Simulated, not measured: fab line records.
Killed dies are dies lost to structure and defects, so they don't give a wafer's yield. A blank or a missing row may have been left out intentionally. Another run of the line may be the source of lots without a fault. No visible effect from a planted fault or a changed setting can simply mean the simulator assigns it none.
fab line records ; flow n5Finfet
[record] lots = 7; wafers = 21
route steps=1938 shown BEOL_M0@721 BEOL_M1@783 BEOL_M2@847 BEOL_M3@963 BEOL_M4@1027 BEOL_M6@1204
startH: hours from the record's opening day to when the first of the lot's shown wafers began ; waitH: hours elapsed since this lot's preceding step ; " same as the row above ; L1.1+2: a single row standing in for several wafers ; - no value, or no start given ; * or withheld: withheld ; < > ~ a bound
route shown NAME@n: names a module that has steps shown in the file, with the first one's number in the route ; usual: mean/standard deviation of fault-free wafers ; same: alike in all rows ; chamber/n: place in a boat ; sites: each site's reading ; _std_site: their standard deviation ; _edge_site: mean of outer sites minus mean of inner sites ; radiusMm: how far each site lies from the wafer's centre ; mask NAME#n: copy n ; behind: the last tool/chamber to shape the wafer ; hold: reason for holding the lot/hours on hold/outcome of the hold ; device: transistor that didn't switch, given as n, p or np ; end of line: the tests these same wafers got at the end of their route ; for a step that has no rows: nothing shown but its recipe ; killed: at the first sort, the dies lost to defects and structure; wafer yield is something else ; map: the dies of a wafer, with x for killed, . for not killed, _ for no die there
set.NAME: the setting that was run; set.NAME@STEP: the one run at that earlier step ; model.NAME: the simulator's own value behind a step, which no gauge read
one table per step and one row per wafer, for lots whose settings were changed on purpose
[[steps]]
[step N5_BEOL_M0_TRENCH_ETCH_107]
[recipe] chemistry = C4F6/O2; targetDepthA = 328; target = SiOC; timeS = 16.4; ionEnergyEv = 250; pressureMtorr = 30; sourceW = 355; biasW = 185; Ar_flow_sccm = 300; C4F6_flow_sccm = 10; O2_flow_sccm = 10
lot.wafer;tool;chamber;startH;waitH;set.targetDepthA;model.BEOL_M0.featureDepthNm
L075.1;rieDiel-05;1;121.20;0.0;328;32.8
L075.3;rieDiel-05;0;121.20;0.0;328;32.6
L075.4;rieDiel-05;3;121.20;0.0;328;32.4
L078.1;rieDiel-06;0;141.84;0.0;328;32.8
L078.2;rieDiel-06;3;141.84;0.0;328;31.4
L078.6;rieDiel-06;0;141.84;0.0;344.7;34.2
L085.1;rieDiel-05;3;181.23;0.0;328;33.4
L085.5;rieDiel-05;2;181.23;0.0;328;34
L085.6;rieDiel-05;3;181.23;0.0;328;33.6
L087.3;rieDiel-05;3;249.57;0.0;353.1;36
L087.4;rieDiel-05;1;249.57;0.0;328;32.2
L087.6;rieDiel-05;3;249.57;0.0;353.1;35.8
L093.3;rieDiel-05;2;252.83;0.0;328;33.4
L093.4;rieDiel-05;3;252.83;0.0;328;33.2
L093.6;rieDiel-05;1;252.83;0.0;328;32.6
L092.1;rieDiel-06;2;254.21;0.0;290.4;29.8
L092.3;rieDiel-06;1;254.21;0.0;328;32.6
L092.6;rieDiel-06;1;254.21;0.0;290.4;28.8
L097.3;rieDiel-05;2;254.97;0.0;361.5;37
L097.5;rieDiel-05;2;254.97;0.0;328;33.6
L097.6;rieDiel-05;3;254.97;0.0;361.5;36.8
[step N5_BEOL_M0_STRIP_142]
[recipe] chemistry = N2/H2; timeS = 10; powerW = 450; tempC = 40; pressureMtorr = 20; rfFrequencyHz = 6e+07; biasPowerW = 7; n2FlowSccm = 200; h2FlowSccm = 200
[step N5_BEOL_M0_OCD_MEAS_108]
[usual] trenchDepthNm = 32.8/0.67
lot.wafer;tool;chamber;startH;waitH;set.targetDepthA@BEOL_M0_TRENCH_ETCH_107;trenchDepthNm
L075.1;ocd-02;-;121.31;0.1;328;32.8
L075.3;ocd-02;-;121.31;0.1;328;32.3
L075.4;ocd-02;-;121.31;0.1;328;32.5
L078.1;ocd-02;-;141.95;0.1;328;32.7
L078.2;ocd-02;-;141.95;0.1;328;31.3
L078.6;ocd-02;-;141.95;0.1;344.7;34.0
L085.1;ocd-01;-;181.33;0.1;328;34.0
L085.5;ocd-01;-;181.33;0.1;328;33.4
L085.6;ocd-01;-;181.33;0.1;328;34.2
L087.3;ocd-02;-;249.67;0.1;353.1;35.7
L087.4;ocd-02;-;249.67;0.1;328;32.1
L087.6;ocd-02;-;249.67;0.1;353.1;36.0
L093.3;ocd-02;-;252.93;0.1;328;33.1
L093.4;ocd-02;-;252.93;0.1;328;33.0
L093.6;ocd-02;-;252.93;0.1;328;32.8
L092.1;ocd-02;-;254.32;0.1;290.4;29.6
L092.3;ocd-02;-;254.32;0.1;328;32.8
L092.6;ocd-02;-;254.32;0.1;290.4;28.3
L097.3;ocd-02;-;255.08;0.1;361.5;37.2
L097.5;ocd-02;-;255.08;0.1;328;33.8
L097.6;ocd-02;-;255.08;0.1;361.5;36.8
[step N5_BEOL_M1_EXPOSE_25]
[recipe] maskId = V0; na = 0.33; sourceShape = quasar; sigmaInner = 0.2; sigmaOuter = 0.8; polarization = unpolarized; defocusNm = 5; targetCdNm = 24; doseMj = 63
lot.wafer;tool;chamber;startH;waitH;mask;set.doseMj
L075.1+3+4;euvScanner-01;0;127.31;-;V0#0;63
L078.1;euvScanner-02;0;148.37;-;V0#0;65.86
L078.2+6;euvScanner-02;0;148.37;-;V0#0;63
L085.1+6;euvScanner-01;0;189.11;-;V0#0;63
L085.5;euvScanner-01;0;189.11;-;V0#0;65.87
L087.3+4+6;euvScanner-01;0;254.19;-;V0#0;63
L093.3+6;euvScanner-01;0;258.19;-;V0#0;61.15
L093.4;euvScanner-01;0;258.19;-;V0#0;63
L092.1+6;euvScanner-02;0;260.81;-;V0#0;60.48
L092.3;euvScanner-02;0;260.81;-;V0#0;63
L097.3+5+6;euvScanner-01;0;261.02;-;V0#0;63
[step N5_BEOL_M1_PEB_26]
[recipe] pebTempC = 100; pebTimeS = 60; resist = CAR-EUV
[step N5_BEOL_M1_DEVELOP_27]
[recipe] developTimeS = 30; developer = TMAH; resist = CAR-EUV; rinseLiquid = surfactantRinse; dry = airSpin; devTempC = 23
[step N5_BEOL_M1_CD_MEAS_28]
[recipe] landingEnergyEv = 500; detector = seInlens; targetCdYNm = 23.3
[usual] cdNm = 23.97/0.24
lot.wafer;tool;chamber;startH;waitH;set.doseMj@BEOL_M1_EXPOSE_25;cdNm
L075.1;cdSem-02;0;127.46;-;63;24.00
L075.3;cdSem-02;0;127.46;-;63;24.48
L075.4;cdSem-02;0;127.46;-;63;24.43
L078.1;cdSem-02;0;148.51;-;65.86;25.10
L078.2;cdSem-02;0;148.51;-;63;24.05
L078.6;cdSem-02;0;148.51;-;63;23.55
L085.1;cdSem-02;0;189.26;-;63;24.06
L085.5;cdSem-02;0;189.26;-;65.87;24.96
L085.6;cdSem-02;0;189.26;-;63;24.08
L087.3;cdSem-03;0;254.31;-;63;23.81
L087.4;cdSem-03;0;254.31;-;63;23.66
L087.6;cdSem-03;0;254.31;-;63;23.95
L093.3;cdSem-03;0;258.32;-;61.15;23.83
L093.4;cdSem-03;0;258.32;-;63;24.05
L093.6;cdSem-03;0;258.32;-;61.15;23.91
L092.1;cdSem-01;0;260.96;-;60.48;23.10
L092.3;cdSem-01;0;260.96;-;63;23.90
L092.6;cdSem-01;0;260.96;-;60.48;23.37
L097.3;cdSem-01;0;261.15;-;63;23.67
L097.5;cdSem-01;0;261.15;-;63;23.87
L097.6;cdSem-01;0;261.15;-;63;23.63
[step N5_BEOL_M1_STRIP_71]
[recipe] chemistry = N2/H2; tempC = 40; n2FlowSccm = 200; h2FlowSccm = 200; rfFrequencyHz = 6e+07
[step N5_BEOL_M1_STRIP_78]
[recipe] chemistry = N2/H2; tempC = 40; n2FlowSccm = 200; h2FlowSccm = 200; rfFrequencyHz = 6e+07
[step N5_BEOL_M1_VIA_ETCH_34]
[recipe] chemistry = C4F6/O2; targetDepthA = 678; maskMaterial = SOC; pressureMtorr = 15; ionEnergyEv = 250; taperDeg = 4; timeS = 64.4; sourceW = 350; biasW = 170; Ar_flow_sccm = 300; C4F6_flow_sccm = 10; O2_flow_sccm = 10
lot.wafer;tool;chamber;startH;waitH;set.doseMj@BEOL_M1_EXPOSE_25;model.BEOL_M1.cdNm
L075.1;rieDiel-02;3;130.70;0.0;63;17.8
L075.3;rieDiel-02;0;130.70;0.0;63;17.6
L075.4;rieDiel-02;2;130.70;0.0;63;18
L078.1;rieDiel-02;0;152.19;0.0;65.86;18.6
L078.2;rieDiel-02;1;152.19;0.0;63;18
L078.6;rieDiel-02;3;152.19;0.0;63;17.8
L085.1;rieDiel-02;0;190.65;0.0;63;17.8
L085.5;rieDiel-02;2;190.65;0.0;65.87;19
L085.6;rieDiel-02;1;190.65;0.0;63;18
L087.3+4;rieDiel-03;2,1;254.87;0.0;63;18.2
L087.6;rieDiel-03;1;254.87;0.0;63;18.4
L093.3;rieDiel-03;3;259.53;0.0;61.15;18
L093.4;rieDiel-03;0;259.53;0.0;63;18.4
L093.6;rieDiel-03;3;259.53;0.0;61.15;18.2
L092.1;rieDiel-02;1;262.76;0.0;60.48;16.6
L092.3;rieDiel-02;2;262.76;0.0;63;18
L092.6;rieDiel-02;3;262.76;0.0;60.48;16.8
L097.3;rieDiel-02;0;265.23;0.0;63;17.6
L097.5;rieDiel-02;0;265.23;0.0;63;17.8
L097.6;rieDiel-02;3;265.23;0.0;63;17.2
[step N5_BEOL_M2_COAT_73]
[recipe] resist = underlayer; tempC = 205; timeS = 60; spinRpm = 1500; resistThkNm = 5
lot.wafer;tool;chamber;startH;waitH;set.spinRpm
L075.1+3+4;lithoTrack-05;0;-;-;1500
L078.1;lithoTrack-05;0;-;-;1500
L078.2+6;lithoTrack-05;0;-;-;1443
L085.1;lithoTrack-05;0;-;-;1500
L085.5+6;lithoTrack-05;0;-;-;1371
L087.3;lithoTrack-04;0;-;-;1436
L087.4+6;lithoTrack-04;0;-;-;1500
L093.3+4+6;lithoTrack-02;0;-;-;1500
L092.1+3+6;lithoTrack-05;0;-;-;1500
L097.3+5+6;lithoTrack-04;0;-;-;1500
[step N5_BEOL_M2_DESCUM_16]
[recipe] chemistry = O2; timeS = 7; sourcePowerW = 50; biasPowerW = 20; pressureMtorr = 20; rfFrequencyHz = 2.712e+07; tempC = 40; resist = CAR-EUV; o2FlowSccm = 225
lot.wafer;tool;chamber;startH;waitH;set.timeS;model.CAR-EUV_of_BEOL_M2_COAT_05.thkNm
L075.1+3;rieDiel-05;1,0;137.38;0.0;7;26.2
L075.4;rieDiel-05;0;137.38;0.0;7;26
L078.1;rieDiel-01;2;159.43;0.3;5.593;26.8
L078.2;rieDiel-01;3;159.43;0.3;5.593;27
L078.6;rieDiel-01;2;159.43;0.3;7;26.2
L085.1+5+6;rieDiel-05;2,3,2;200.78;0.6;7;26.2
L087.3+6;rieDiel-01;2;259.91;0.0;7;26
L087.4;rieDiel-01;0;259.91;0.0;7.95;25.4
L093.3+4+6;rieDiel-05;0,1,2;266.67;0.0;7;26
L092.1+3+6;rieDiel-05;3,0,0;270.01;0.1;7;26
L097.3;rieDiel-06;2;272.89;0.0;5.746;26.6
L097.5;rieDiel-06;3;272.89;0.0;7;26
L097.6;rieDiel-06;0;272.89;0.0;7;26.2
[step N5_BEOL_M2_ETCH_74]
[recipe] chemistry = N2/H2; target = underlayer; targetDepthA = 65; maskMaterial = CAR-EUV; timeS = 5.2; ionEnergyEv = 200; pressureMtorr = 30; sourceW = 840; biasW = 150; n2FlowSccm = 200; h2FlowSccm = 200; ends = cleared
lot.wafer;tool;chamber;startH;waitH;set.spinRpm@BEOL_M2_COAT_73;model.etch.depthNm
L075.1;rieDiel-05;1;137.42;0.0;1500;4.996
L075.3;rieDiel-05;0;137.42;0.0;1500;5.014
L075.4;rieDiel-05;0;137.42;0.0;1500;5.013
L078.1;rieDiel-01;2;159.47;0.0;1500;5.017
L078.2;rieDiel-01;3;159.47;0.0;1443;5.098
L078.6;rieDiel-01;2;159.47;0.0;1443;5.097
L085.1;rieDiel-05;2;200.81;0.0;1500;4.983
L085.5;rieDiel-05;3;200.81;0.0;1371;5.224
L085.6;rieDiel-05;2;200.81;0.0;1371;5.218
L087.3;rieDiel-01;2;259.94;0.0;1436;5.127
L087.4;rieDiel-01;0;259.94;0.0;1500;4.992
L087.6;rieDiel-01;2;259.94;0.0;1500;5.004
L093.3+6;rieDiel-05;0,2;266.71;0.0;1500;5.016
L093.4;rieDiel-05;1;266.71;0.0;1500;5.027
L092.1;rieDiel-05;3;270.05;0.0;1500;4.987
L092.3;rieDiel-05;0;270.05;0.0;1500;5.002
L092.6;rieDiel-05;0;270.05;0.0;1500;4.993
L097.3;rieDiel-06;2;272.93;0.0;1500;5.021
L097.5;rieDiel-06;3;272.93;0.0;1500;5.022
L097.6;rieDiel-06;0;272.93;0.0;1500;5.015
[step N5_BEOL_M3_EXPOSE_25]
[recipe] maskId = V2; na = 0.33; sourceShape = quasar; sigmaInner = 0.2; sigmaOuter = 0.8; polarization = unpolarized; defocusNm = 5; doseMj = 63
lot.wafer;tool;chamber;startH;waitH;mask;set.doseMj
L075.1+3+4;euvScanner-02;0;144.61;-;V2#0;63
L078.1+6;euvScanner-02;0;170.20;-;V2#0;63
L078.2;euvScanner-02;0;170.20;-;V2#0;66.18
L085.1+6;euvScanner-01;0;213.11;-;V2#0;61.7
L085.5;euvScanner-01;0;213.11;-;V2#0;63
L087.3+4+6;euvScanner-01;0;268.09;-;V2#0;63
L093.3+4;euvScanner-02;0;279.93;-;V2#0;63
L093.6;euvScanner-02;0;279.93;-;V2#0;66.8
L092.1+3;euvScanner-02;0;282.55;-;V2#0;66.56
L092.6;euvScanner-02;0;282.55;-;V2#0;63
L097.3+6;euvScanner-01;0;285.13;-;V2#0;63
L097.5;euvScanner-01;0;285.13;-;V2#0;65.5
[step N5_BEOL_M3_PEB_26]
[recipe] pebTempC = 100; pebTimeS = 60; resist = CAR-EUV
[step N5_BEOL_M3_DEVELOP_27]
[recipe] developTimeS = 30; developer = TMAH; resist = CAR-EUV; rinseLiquid = surfactantRinse; dry = airSpin; devTempC = 23
[step N5_BEOL_M3_CD_MEAS_28]
[recipe] targetCdNm = 25.7; landingEnergyEv = 500; detector = seInlens; targetCdYNm = 23.3; polarity = opening
[usual] cdNm = 25.77/0.24
lot.wafer;tool;chamber;startH;waitH;set.doseMj@BEOL_M3_EXPOSE_25;cdNm
L075.1;cdSem-02;0;144.76;-;63;25.69
L075.3;cdSem-02;0;144.76;-;63;25.76
L075.4;cdSem-02;0;144.76;-;63;25.79
L078.1;cdSem-02;0;170.34;-;63;25.42
L078.2;cdSem-02;0;170.34;-;66.18;26.48
L078.6;cdSem-02;0;170.34;-;63;25.69
L085.1;cdSem-02;0;213.26;-;61.7;25.22
L085.5;cdSem-02;0;213.26;-;63;25.81
L085.6;cdSem-02;0;213.26;-;61.7;25.07
L087.3;cdSem-01;0;268.21;-;63;25.85
L087.4;cdSem-01;0;268.21;-;63;25.84
L087.6;cdSem-01;0;268.21;-;63;25.50
L093.3;cdSem-03;0;280.06;-;63;25.86
L093.4;cdSem-03;0;280.06;-;63;25.51
L093.6;cdSem-03;0;280.06;-;66.8;26.55
L092.1;cdSem-02;0;282.69;-;66.56;26.95
L092.3;cdSem-02;0;282.69;-;66.56;27.03
L092.6;cdSem-02;0;282.69;-;63;25.69
L097.3;cdSem-01;0;285.26;-;63;25.64
L097.5;cdSem-01;0;285.26;-;65.5;26.54
L097.6;cdSem-01;0;285.26;-;63;25.81
[step N5_BEOL_M3_ETCH_70]
[recipe] chemistry = N2/H2; target = SOC; targetDepthA = 800; overetchA = 160; maskMaterial = SiARC; tempC = 40; timeS = 120; ionEnergyEv = 200; pressureMtorr = 30; sourceW = 840; biasW = 150; n2FlowSccm = 200; h2FlowSccm = 200
lot.wafer;tool;chamber;startH;waitH;set.timeS;model.SiARC_of_BEOL_M3_COAT_68.thkNm
L075.1;rieDiel-02;2;151.62;0.0;120;6.6
L075.3;rieDiel-02;0;151.62;0.0;120;6.2
L075.4;rieDiel-02;1;151.62;0.0;120;6.4
L078.1;rieDiel-02;2;177.19;0.0;129;6.2
L078.2;rieDiel-02;0;177.19;0.0;129;5.8
L078.6;rieDiel-02;3;177.19;0.0;120;6.6
L085.1+5;rieDiel-04;3,2;214.82;0.0;120;6.4
L085.6;rieDiel-04;1;214.82;0.0;145.7;5.2
L087.3;rieDiel-02;2;268.82;0.0;120;6.6
L087.4;rieDiel-02;3;268.82;0.0;96.62;7.6
L087.6;rieDiel-02;1;268.82;0.0;120;6.4
L093.3;rieDiel-04;3;286.37;0.0;120;6.4
L093.4;rieDiel-04;1;286.37;0.0;120;6.6
L093.6;rieDiel-04;0;286.37;0.0;107.9;7
L092.1;rieDiel-03;1;288.14;0.0;120;6.6
L092.3+6;rieDiel-03;3,1;288.14;0.0;103.5;7.4
L097.3+5;rieDiel-02;0,1;293.34;0.0;120;6.2
L097.6;rieDiel-02;2;293.34;0.0;120;6.6
[step N5_BEOL_M4_COAT_73]
[recipe] resist = underlayer; tempC = 205; timeS = 60; spinRpm = 1500; resistThkNm = 5
lot.wafer;tool;chamber;startH;waitH;set.spinRpm
L075.1+3+4;lithoTrack-02;0;-;-;1500
L078.1;lithoTrack-01;0;-;-;1565
L078.2+6;lithoTrack-01;0;-;-;1500
L085.1;lithoTrack-04;0;-;-;1548
L085.5+6;lithoTrack-04;0;-;-;1500
L087.3+4+6;lithoTrack-01;0;-;-;1668
L093.3+4+6;lithoTrack-01;0;-;-;1500
L092.1+3;lithoTrack-01;0;-;-;1627
L092.6;lithoTrack-01;0;-;-;1500
L097.3+6;lithoTrack-01;0;-;-;1420
L097.5;lithoTrack-01;0;-;-;1500
[step N5_BEOL_M4_COAT_05]
[recipe] resist = CAR-EUV; spinRpm = 1500; resistThkNm = 30
[step N5_BEOL_M4_EBR_07]
[recipe] solvent = PGMEA; ebrWidthMm = 1.5
[step N5_BEOL_M4_DESCUM_16]
[recipe] chemistry = O2; timeS = 7; sourcePowerW = 50; biasPowerW = 20; pressureMtorr = 20; rfFrequencyHz = 2.712e+07; tempC = 40; resist = CAR-EUV; o2FlowSccm = 225
[step N5_BEOL_M4_ETCH_74]
[recipe] chemistry = N2/H2; target = underlayer; targetDepthA = 65; maskMaterial = CAR-EUV; timeS = 5.2; ionEnergyEv = 200; pressureMtorr = 30; sourceW = 840; biasW = 150; n2FlowSccm = 200; h2FlowSccm = 200; ends = cleared
lot.wafer;tool;chamber;startH;waitH;set.spinRpm@BEOL_M4_COAT_73;model.etch.depthNm
L075.1;rieDiel-05;1;159.28;0.0;1500;5.035
L075.3;rieDiel-05;0;159.28;0.0;1500;5.012
L075.4;rieDiel-05;0;159.28;0.0;1500;5.041
L078.1;rieDiel-06;3;182.54;0.0;1565;4.906
L078.2;rieDiel-06;2;182.54;0.0;1500;5.015
L078.6;rieDiel-06;2;182.54;0.0;1500;5.019
L085.1;rieDiel-01;2;220.59;0.0;1548;4.922
L085.5;rieDiel-01;3;220.59;0.0;1500;5.014
L085.6;rieDiel-01;0;220.59;0.0;1500;4.997
L087.3;rieDiel-01;1;274.79;0.0;1668;4.74
L087.4;rieDiel-01;3;274.79;0.0;1668;4.753
L087.6;rieDiel-01;3;274.79;0.0;1668;4.76
L093.3;rieDiel-01;3;292.61;0.0;1500;5.002
L093.4;rieDiel-01;2;292.61;0.0;1500;5.001
L093.6;rieDiel-01;2;292.61;0.0;1500;5.009
L092.1;rieDiel-05;0;295.21;0.0;1627;4.789
L092.3;rieDiel-05;3;295.21;0.0;1627;4.794
L092.6;rieDiel-05;3;295.21;0.0;1500;4.988
L097.3;rieDiel-01;2;299.23;0.0;1420;5.153
L097.5;rieDiel-01;3;299.23;0.0;1500;5.011
L097.6;rieDiel-01;0;299.23;0.0;1420;5.141
[step N5_BEOL_M6_EXPOSE_08]
[recipe] maskId = M6; na = 1.35; sourceShape = dipole; sigmaInner = 0.817; sigmaOuter = 0.97; polarization = te; doseMj = 68.25
lot.wafer;tool;chamber;startH;waitH;mask;set.doseMj
L075.1+3+4;arfiScanner-02;0;181.32;-;M6#0;68.25
L078.1;arfiScanner-03;0;205.32;-;M6#0;68.25
L078.2+6;arfiScanner-03;0;205.32;-;M6#0;66.56
L085.1+5+6;arfiScanner-03;0;237.72;-;M6#0;68.25
L087.3;arfiScanner-03;0;308.52;-;M6#0;68.25
L087.4+6;arfiScanner-03;0;308.52;-;M6#0;70.91
L093.3;arfiScanner-01;0;321.40;-;M6#0;65.02
L093.4+6;arfiScanner-01;0;321.40;-;M6#0;68.25
L097.3+5;arfiScanner-01;0;346.78;-;M6#0;65.71
L097.6;arfiScanner-01;0;346.78;-;M6#0;68.25
L092.1+3;arfiScanner-03;0;351.50;-;M6#0;70.89
L092.6;arfiScanner-03;0;351.50;-;M6#0;68.25
[step N5_BEOL_M6_PEB_09]
[recipe] pebTempC = withheld; pebTimeS = 60; resist = CAR-ArF
[step N5_BEOL_M6_DEVELOP_10]
[recipe] developTimeS = 30; developer = TMAH; resist = CAR-ArF; rinseLiquid = diw; dry = airSpin; devTempC = 23
[step N5_BEOL_M6_CD_MEAS_11]
[recipe] targetCdNm = 38.5; landingEnergyEv = 500; detector = seInlens; polarity = opening
[usual] cdNm = 38.6/0.53
lot.wafer;tool;chamber;startH;waitH;set.doseMj@BEOL_M6_EXPOSE_08;cdNm
L075.1;cdSem-02;0;181.45;-;68.25;38.2
L075.3;cdSem-02;0;181.45;-;68.25;38.5
L075.4;cdSem-02;0;181.45;-;68.25;38.8
L078.1;cdSem-02;0;205.44;-;68.25;39.5
L078.2;cdSem-02;0;205.44;-;66.56;37.7
L078.6;cdSem-02;0;205.44;-;66.56;38.5
L085.1;cdSem-01;0;237.85;-;68.25;38.6
L085.5;cdSem-01;0;237.85;-;68.25;39.0
L085.6;cdSem-01;0;237.85;-;68.25;39.4
L087.3;cdSem-01;0;308.64;-;68.25;39.0
L087.4;cdSem-01;0;308.64;-;70.91;41.0
L087.6;cdSem-01;0;308.64;-;70.91;40.5
L093.3;cdSem-01;0;321.51;-;65.02;36.5
L093.4;cdSem-01;0;321.51;-;68.25;37.9
L093.6;cdSem-01;0;321.51;-;68.25;38.3
L097.3;cdSem-02;0;346.90;-;65.71;37.4
L097.5;cdSem-02;0;346.90;-;65.71;37.3
L097.6;cdSem-02;0;346.90;-;68.25;38.8
L092.1;cdSem-03;0;351.63;-;70.89;40.5
L092.3;cdSem-03;0;351.63;-;70.89;39.9
L092.6;cdSem-03;0;351.63;-;68.25;38.6
[[key]]
[split] step = N5_BEOL_M0_TRENCH_ETCH_107; setting = targetDepthA; stated = 328; by = wafer
[response] step = N5_BEOL_M0_TRENCH_ETCH_107; reading = model.BEOL_M0.featureDepthNm; change = +0.345; per = 1%; r = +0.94
[response] step = N5_BEOL_M0_OCD_MEAS_108; reading = trenchDepthNm; change = +0.36; per = 1%; r = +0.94
[split] step = N5_BEOL_M1_EXPOSE_25; setting = doseMj; stated = 63; by = wafer
[response] step = N5_BEOL_M1_CD_MEAS_28; reading = cdNm; change = +0.199; per = 1%; r = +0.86
[response] step = N5_BEOL_M1_VIA_ETCH_34; reading = model.BEOL_M1.cdNm; change = +0.216; per = 1%; r = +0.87
[split] step = N5_BEOL_M2_COAT_73; setting = spinRpm; stated = 1500; by = wafer
[response] step = N5_BEOL_M2_ETCH_74; reading = model.etch.depthNm; change = -0.0272; per = 1%; r = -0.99
[split] step = N5_BEOL_M2_DESCUM_16; setting = timeS; stated = 7; by = wafer
[response] step = N5_BEOL_M2_DESCUM_16; reading = model.CAR-EUV_of_BEOL_M2_COAT_05.thkNm; change = -0.0343; per = 1%; r = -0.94
[split] step = N5_BEOL_M3_EXPOSE_25; setting = doseMj; stated = 63; by = wafer
[response] step = N5_BEOL_M3_CD_MEAS_28; reading = cdNm; change = +0.192; per = 1%; r = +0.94
[split] step = N5_BEOL_M3_ETCH_70; setting = timeS; stated = 120; by = wafer
[response] step = N5_BEOL_M3_ETCH_70; reading = model.SiARC_of_BEOL_M3_COAT_68.thkNm; change = -0.0571; per = 1%; r = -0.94
[split] step = N5_BEOL_M4_COAT_73; setting = spinRpm; stated = 1500; by = wafer
[response] step = N5_BEOL_M4_ETCH_74; reading = model.etch.depthNm; change = -0.0243; per = 1%; r = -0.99
[split] step = N5_BEOL_M6_EXPOSE_08; setting = doseMj; stated = 68.25; by = wafer
[response] step = N5_BEOL_M6_CD_MEAS_11; reading = cdNm; change = +0.416; per = 1%; r = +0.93
